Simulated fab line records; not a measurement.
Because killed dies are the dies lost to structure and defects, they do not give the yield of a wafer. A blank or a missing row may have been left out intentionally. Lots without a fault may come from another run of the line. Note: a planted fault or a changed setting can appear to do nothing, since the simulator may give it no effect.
One fault through the eyes of 2 desks -- flow nand-harc -- each desk holds nothing but its own numbers, with what lay behind them at the end

== DESK OF THE TOOL OWNER: pvd-sputter-03 ==
The tool's own readings at NHARC_P_BONDPAD_PVD_27 (deposits Cu, target thk 30 nm, time 20.49 s): means of the sampled wafers that have a number, for each lot that ran on this tool. Marked OUT: a lot whose mean sits more than 4 standard deviations from the usual mean, which makes it out of limits; the brackets give that distance.
Columns: A = throttle-valve-pct at NHARC_P_BONDPAD_PVD_27, usual 29.9 %
lot,first seen here,A
L415,day 7 10:10,29.4
L423,day 10 11:52,28.9
L424,day 10 16:35,29.3
L430,day 13 18:25,28.7
L432,day 14 07:40,29.2
L433,day 15 01:15,29.2
Finding of this desk: none of the 6 lots has anything out of limits.

== THE DEFECT DESK ==
For each lot, the counts of the inspections along the route, averaged over the sampled wafers that have a number. Marked OUT: a lot whose mean sits more than 4 standard deviations from the usual mean, which makes it out of limits; the brackets give that distance.
Columns: A = raw-defect-count at NHARC_THIN_TSV_INSPECT_40, usual 549
lot,first seen here,A
L414,day 23 21:56,572
L415,day 24 23:50,483
L423,day 27 11:13,559
L424,day 28 03:30,580
L426,day 29 11:52,420
L428,day 30 11:53,565
L430,day 30 23:07,503
L431,day 30 23:07,559
L432,day 32 17:50,411
L433,day 32 23:57,493
L434,day 32 23:57,587
L436,day 34 03:58,567
Finding of this desk: none of the 12 lots has anything out of limits.

== ALL TOGETHER ==
The desk of the tool owner found nothing out of limits.
Nothing the defect desk looked at was out of limits.

== WHAT THE SIMULATOR HAD INSERTED ==
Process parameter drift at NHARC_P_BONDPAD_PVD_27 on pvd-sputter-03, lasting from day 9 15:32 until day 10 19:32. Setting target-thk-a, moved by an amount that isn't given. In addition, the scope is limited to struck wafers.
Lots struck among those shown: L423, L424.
